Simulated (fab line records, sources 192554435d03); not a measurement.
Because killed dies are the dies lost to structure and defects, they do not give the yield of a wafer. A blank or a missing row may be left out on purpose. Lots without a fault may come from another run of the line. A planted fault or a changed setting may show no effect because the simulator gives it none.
Chamber matching + flow n5Finfet + N5_BEOL_M5_PRE_CLEAN_77 on cvdCo-02: 3 sister chambers
The step time 15 s. 3 wafers are shown with their chamber, then 12 later ones without.

WAFERS WITH THEIR CHAMBER
| wafer  | chamber | heaterPowerW (W) |
|--------|---------|------------------|
| L082.6 | 0       | 91               |
| L088.2 | 1       | 69               |
| L088.6 | 2       | 102              |

WAFERS WITH NO CHAMBER GIVEN
| wafer  | heaterPowerW (W) |
|--------|------------------|
| L087.2 | 66               |
| L087.4 | 103              |
| L087.5 | 103              |
| L092.2 | 94               |
| L092.4 | 68               |
| L092.5 | 93               |
| L096.2 | 93               |
| L096.3 | 69               |
| L096.5 | 92               |
| L097.1 | 92               |
| L097.4 | 104              |
| L097.5 | 66               |

THE CHAMBER EACH PASSED THROUGH
| wafer  | from the rows above | in truth |
|--------|---------------------|----------|
| L087.2 | 1                   | 1        |
| L087.4 | 2                   | 2        |
| L087.5 | 2                   | 2        |
| L092.2 | 0                   | 0        |
| L092.4 | 1                   | 1        |
| L092.5 | 0                   | 0        |
| L096.2 | 0                   | 0        |
| L096.3 | 1                   | 1        |
| L096.5 | 0                   | 0        |
| L097.1 | 0                   | 0        |
| L097.4 | 2                   | 2        |
| L097.5 | 1                   | 1        |
Correct placement for 12 of the 12. From these rows, 0 cannot be placed. Wrongly placed: 0.
How it was worked out, from the rows above alone: a wafer's distance from a chamber is the root of the sum, over the readings, of the square of ((its reading less the chamber's mean) divided by the reading's scatter). The wafer belongs to the nearest chamber; if the next one is less than 2 further off, it can't be placed. A chamber's mean is the mean of its shown wafers. The scatter: with one shown wafer a chamber, the root of the mean of the squares of how far each hidden wafer lies from its nearest shown one.
